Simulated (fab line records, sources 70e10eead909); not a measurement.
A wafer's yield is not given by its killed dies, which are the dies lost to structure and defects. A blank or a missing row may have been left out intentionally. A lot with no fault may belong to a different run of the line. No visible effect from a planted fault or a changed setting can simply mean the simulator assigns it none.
Matching of chambers :: flow nandHarc :: NHARC_A_STAIRCASE_DESCUM_168 on rieDiel-04: 4 sister chambers
The step chemistry O2, time 3 s. 16 wafers are shown with their chamber, then 8 later ones without.

WAFERS PAIRED WITH THEIR CHAMBERS
wafer: L078.2
chamber: 3
oesProductAu (a.u.): 1.003
rfVppV (V): 58.4
throttleValvePct (%): 11.321

wafer: L078.4
chamber: 0
oesProductAu (a.u.): 0.985
rfVppV (V): 56.9
throttleValvePct (%): 11.310

wafer: L078.6
chamber: 1
oesProductAu (a.u.): 1.002
rfVppV (V): 58.3
throttleValvePct (%): 11.301

wafer: L080.1
chamber: 3
oesProductAu (a.u.): 1.004
rfVppV (V): 58.1
throttleValvePct (%): 11.318

wafer: L080.4
chamber: 0
oesProductAu (a.u.): 0.994
rfVppV (V): 58.4
throttleValvePct (%): 11.333

wafer: L080.5
chamber: 3
oesProductAu (a.u.): 0.989
rfVppV (V): 58.6
throttleValvePct (%): 11.315

wafer: L084.1
chamber: 0
oesProductAu (a.u.): 0.991
rfVppV (V): 57.2
throttleValvePct (%): 11.322

wafer: L084.5
chamber: 2
oesProductAu (a.u.): 0.991
rfVppV (V): 59.3
throttleValvePct (%): 11.298

wafer: L084.6
chamber: 3
oesProductAu (a.u.): 0.999
rfVppV (V): 57.5
throttleValvePct (%): 11.303

wafer: L083.1
chamber: 2
oesProductAu (a.u.): 0.996
rfVppV (V): 59.1
throttleValvePct (%): 11.308

wafer: L083.4
chamber: 3
oesProductAu (a.u.): 1.003
rfVppV (V): 58.3
throttleValvePct (%): 11.312

wafer: L083.6
chamber: 0
oesProductAu (a.u.): 0.992
rfVppV (V): 58.1
throttleValvePct (%): 11.311

wafer: L086.3
chamber: 2
oesProductAu (a.u.): 0.996
rfVppV (V): 58.6
throttleValvePct (%): 11.327

wafer: L086.4
chamber: 3
oesProductAu (a.u.): 1.010
rfVppV (V): 57.5
throttleValvePct (%): 11.313

wafer: L086.6
chamber: 3
oesProductAu (a.u.): 0.993
rfVppV (V): 57.9
throttleValvePct (%): 11.308

wafer: L086.1
chamber: 1
oesProductAu (a.u.): 1.008
rfVppV (V): 58.8
throttleValvePct (%): 11.313

SIGNATURES (means of the wafers above)
reading: oesProductAu
chamber 0: 0.99050
chamber 1: 1.00500
chamber 2: 0.99433
chamber 3: 1.00014
scatter within a chamber: 0.00566

reading: rfVppV
chamber 0: 57.650
chamber 1: 58.550
chamber 2: 59.000
chamber 3: 58.043
scatter within a chamber: 0.503

reading: throttleValvePct
chamber 0: 11.31900
chamber 1: 11.30700
chamber 2: 11.31100
chamber 3: 11.31286
scatter within a chamber: 0.00946
Rule: distance of a wafer from a chamber = root of the sum over the readings of ((wafer's reading minus chamber's mean) / reading's scatter) squared. If the next closest chamber is less than 2 further off than the closest, the wafer can't be placed; otherwise it belongs to the closest. The scatter is the square root of a quotient: the sum, over the shown wafers, of each reading's squared deviation from its chamber's mean, divided by wafers minus chambers.

WAFERS WHOSE CHAMBER IS MISSING
wafer: L086.2
oesProductAu (a.u.): 0.983
rfVppV (V): 56.9
throttleValvePct (%): 11.307

wafer: L086.5
oesProductAu (a.u.): 0.992
rfVppV (V): 57.5
throttleValvePct (%): 11.315

wafer: L096.2
oesProductAu (a.u.): 0.995
rfVppV (V): 58.0
throttleValvePct (%): 11.303

wafer: L096.5
oesProductAu (a.u.): 1.002
rfVppV (V): 57.1
throttleValvePct (%): 11.300

wafer: L096.6
oesProductAu (a.u.): 0.994
rfVppV (V): 57.0
throttleValvePct (%): 11.317

wafer: L095.1
oesProductAu (a.u.): 0.998
rfVppV (V): 57.6
throttleValvePct (%): 11.328

wafer: L095.2
oesProductAu (a.u.): 0.997
rfVppV (V): 56.7
throttleValvePct (%): 11.310

wafer: L095.6
oesProductAu (a.u.): 0.989
rfVppV (V): 57.8
throttleValvePct (%): 11.322

EACH ONE'S CHAMBER
wafer: L086.2
from the rows above: can't be placed: 0 or 3
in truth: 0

wafer: L086.5
from the rows above: can't be placed: 0 or 3
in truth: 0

wafer: L096.2
from the rows above: can't be placed: 3 or 0 or 1 or 2
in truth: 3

wafer: L096.5
from the rows above: can't be placed: 3 or 1 or 0 or 2
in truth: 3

wafer: L096.6
from the rows above: can't be placed: 0 or 3
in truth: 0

wafer: L095.1
from the rows above: can't be placed: 0 or 3 or 1 or 2
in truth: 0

wafer: L095.2
from the rows above: can't be placed: 0 or 3 or 1
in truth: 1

wafer: L095.6
from the rows above: can't be placed: 0 or 3
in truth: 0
Correctly placed: 0 of 8. Not placeable from these rows: 8 (in 8, the candidates include the true chamber). Placed wrongly: 0.
